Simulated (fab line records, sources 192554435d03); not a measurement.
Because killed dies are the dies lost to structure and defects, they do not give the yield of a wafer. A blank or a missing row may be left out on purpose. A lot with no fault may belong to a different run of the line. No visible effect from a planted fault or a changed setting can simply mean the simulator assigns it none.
A lot that was struck, set against a sound lot + flow n5Finfet + 22 steps out of a route of 1938
Sound: these wafers, L694.1, L694.5, L694.6. Struck: wafer L685.1. (L685.5 of the same lot was not struck and is left out.) The cause comes at the end.
Per side, at each step with rows, come the tool, then ch with its chambers, and then its first start. Under that, the readings that differ: sound wafers + struck wafers + difference of the means + sigmas: that difference in standard deviations of wafers without a fault.
alike: readings with means less than 2 such deviations apart, plus words and numbers identical on both sides. not compared: withheld readings, readings lacking a value on some wafer, bounds such as >300 that could conceal the same value, and numbers that have no deviation in the record and whose values overlap.
The two part at a step that has a row with sigmas, a row that says differs or no value, or rows on one side only. Non-overlapping numbers with no deviation appear without sigmas and do not part them. A reading missing from all wafers of one side parts the sides only when that side holds two or more wafers.

N5_ZERO_LAYER_CD_MEAS_11: target cd 2000 nm.
  sound on cdSem-02 ch 0, day 6 18:38; struck on cdSem-02 ch 0, day 4 12:46
  alike: cdNm
N5_ZERO_LAYER_DESCUM_16: chemistry O2, time 7.9 s.
  sound on rieDiel-03 ch 0,3, day 6 18:41; struck on rieDiel-01 ch 2, day 4 12:48
| reading    | sound             | struck | difference | sigmas |
|------------|-------------------|--------|------------|--------|
| rfVppV (V) | 243.1 244.0 244.0 | 246.1  | +2.4       | +2     |
  alike: drypumpMotorCurrentA, oesProductAu, showerheadPlenumPTorr, throttleValvePct
  not compared: rfHoursCounterH
N5_ZERO_LAYER_ETCH_17: etches SiO2 in CF4, target depth 12 nm, time 13.3 s.
  sound on rieDiel-03 ch 0,3, day 6 18:43; struck on rieDiel-01 ch 2, day 4 12:50
  alike: biasW, drypumpMotorCurrentA, oesProductAu, rfVppV, showerheadPlenumPTorr, throttleValvePct
  not compared: rfHoursCounterH
N5_ZERO_LAYER_ETCH_18: etches Si in HBr/Cl2, target depth 120 nm, time 40 s.
  sound on rieSi-04 ch 0,1,2, day 6 18:47; struck on rieSi-01 ch 3, day 4 12:55
  alike: biasW, drypumpMotorCurrentA, oesProductAu, throttleValvePct
  not compared: rfHoursCounterH
N5_ZERO_LAYER_STRIP_24: strips in O2.
  sound on plasmaAsher-01 ch 0,1, day 6 18:53; struck on plasmaAsher-02 ch 0, day 4 13:01
| reading                  | sound             | struck | difference | sigmas |
|--------------------------|-------------------|--------|------------|--------|
| stripTimeToEndpointS (s) | 43.65 43.61 43.62 | 43.88  | +0.25      | +3     |
  alike: drypumpMotorCurrentA, heaterPowerW, oesProductAu
  not compared: rfHoursCounterH
then, 1 step without rows for these wafers: N5_ZERO_LAYER_STRIP_19 (strips in SPM, time 900 s).
N5_ZERO_LAYER_INSPECT_20: inspects for defects (darkfield).
  sound on defectInspect-02 at day 6 19:15; struck on defectInspect-02 at day 4 13:23
  alike: rawDefectCount
then, 5 steps without rows for these wafers: N5_WELL_APT_HMDS_01 (time 60 s); N5_WELL_APT_COAT_02 (resist thk 950 nm); N5_WELL_APT_EBR_04; N5_WELL_APT_SOFTBAKE_03 (time 60 s); N5_WELL_APT_EXPOSE_05 (exposes mask NWELL, defocus 0 nm, target cd 200 nm).
N5_WELL_APT_PEB_06: peb time 90 s.
  sound on lithoTrack-04 ch 0, day 6 19:26; struck on lithoTrack-05 ch 0, day 4 13:34
then, 2 steps without rows for these wafers: N5_WELL_APT_DEVELOP_07 (develop time 45 s); N5_WELL_APT_HARDBAKE_12 (time 120 s).
N5_WELL_APT_CD_MEAS_08: target cd 200 nm.
  sound on cdSem-02 ch 0, day 6 19:34; struck on cdSem-01 ch 0, day 4 13:41
| reading   | sound             | struck | difference | sigmas |
|-----------|-------------------|--------|------------|--------|
| cdNm (nm) | 198.9 197.9 196.1 | 201.5  | +3.9       | +2     |
N5_WELL_APT_OVL_MEAS_09:
  sound on overlay-01 ch 0, day 6 19:35; struck on overlay-01 ch 0, day 4 13:43
  alike: NWELL_OVL
N5_WELL_APT_INSPECT_10: inspects for defects (macro).
  sound on defectInspect-01 at day 6 19:37; struck on defectInspect-01 at day 4 13:44
  alike: rawDefectCount
N5_WELL_APT_DESCUM_13: chemistry O2, time 7.9 s.
  sound on rieDiel-04 ch 0,1,3, day 6 19:38; struck on rieDiel-06 ch 1, day 4 14:05
| reading                  | sound             | struck | difference | sigmas |
|--------------------------|-------------------|--------|------------|--------|
| model.WELL_APT.cdNm (nm) | 198.7 198.1 196.2 | 201.7  | +4.0       |        |
  alike: drypumpMotorCurrentA, oesProductAu, rfVppV, showerheadPlenumPTorr, throttleValvePct
  not compared: rfHoursCounterH
after that, 1 step had no rows for these wafers: N5_WELL_APT_IMPLANT_14.
-- a jump in the record: the struck wafers' starts before and after are 7 days apart (it breaks off in module WELL_APT and resumes in module BEOL_M4, where the first step shown is number 1111 of the route) --
N5_BEOL_M4_RC_MEAS_101:
  sound on prober-02 ch 0, day 14 21:08; struck on prober-01 ch 0, day 11 21:57
| reading        | sound          | struck | difference | sigmas |
|----------------|----------------|--------|------------|--------|
| DIBL_N (mV/V)  | 36.8 35.1 37.7 | 41.1   | +4.6       | +2     |
| DIBL_P (mV/V)  | 36.7 36.1 37.5 | 41.6   | +4.8       | +2     |
| IOFF_N (nA/um) | 0.17 0.15 0.19 | 0.26   | +0.09      | +2     |
| IOFF_P (nA/um) | 0.21 0.20 0.22 | 0.31   | +0.10      | +2     |
| VT_N (mV)      | 250 249 248    | 240    | -9         | -2     |
  alike: ION_N, ION_P, SS_N, SS_P, VT_P
N5_PASSIVATION_PROBE_49:
  rows exist in the record for the sound wafers here (prober-01, day 19 10:19), none for the struck ones

## WHERE THEY PART
At N5_ZERO_LAYER_DESCUM_16 first; at N5_PASSIVATION_PROBE_49 last (within this record only).

WHY: whatever the simulator had introduced
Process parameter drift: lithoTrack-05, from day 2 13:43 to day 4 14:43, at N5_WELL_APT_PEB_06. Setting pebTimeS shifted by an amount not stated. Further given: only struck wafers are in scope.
